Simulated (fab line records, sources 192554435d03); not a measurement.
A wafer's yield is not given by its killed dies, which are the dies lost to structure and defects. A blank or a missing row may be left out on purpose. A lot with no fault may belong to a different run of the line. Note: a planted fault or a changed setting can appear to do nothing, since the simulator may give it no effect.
Chamber matching | flow n5 finfet | N5_GATE_CUT_STRIP_59 on rie diel-02 has 4 sister chambers
The step strips in N2/H2, time 20 s. 7 wafers are shown with their chamber, then 7 later ones without.

## WAFERS, EACH WITH ITS CHAMBER
wafer  | chamber | showerhead plenum p Torr (Torr) | drypump motor current A (A)
L084.2 | 2       | 3.43                            | 5.84
L084.6 | 0       | 3.47                            | 5.12
L086.1 | 1       | 3.30                            | 5.67
L086.2 | 0       | 3.47                            | 5.12
L086.4 | 2       | 3.43                            | 5.86
L093.1 | 3       | 3.23                            | 5.33
L093.4 | 1       | 3.29                            | 5.70

## WAFERS WITH NO CHAMBER GIVEN
wafer  | showerhead plenum p Torr (Torr) | drypump motor current A (A)
L093.6 | 3.29                            | 5.66
L095.3 | 3.23                            | 5.36
L095.5 | 3.23                            | 5.32
L095.6 | 3.46                            | 5.10
L096.1 | 3.29                            | 5.66
L096.4 | 3.42                            | 5.87
L096.6 | 3.46                            | 5.12

## EACH ONE'S CHAMBER
wafer  | from the rows above | in truth
L093.6 | 1                   | 1
L095.3 | 3                   | 3
L095.5 | 3                   | 3
L095.6 | 0                   | 0
L096.1 | 1                   | 1
L096.4 | 2                   | 2
L096.6 | 0                   | 0
Placed correctly: 7 of 7. Number that these rows cannot place: 0. Wrongly placed: 0.
How it was worked out, from the rows above alone: a wafer's distance from a chamber is the root of the sum, over the readings, of the square of ((its reading less the chamber's mean) divided by the reading's scatter). If the next closest chamber is less than 2 further off than the closest, the wafer can't be placed; otherwise it belongs to the closest. Each chamber's mean is taken over the wafers shown for it. The scatter is the square root of a quotient: the sum, over the shown wafers, of each reading's squared deviation from its chamber's mean, divided by wafers minus chambers.
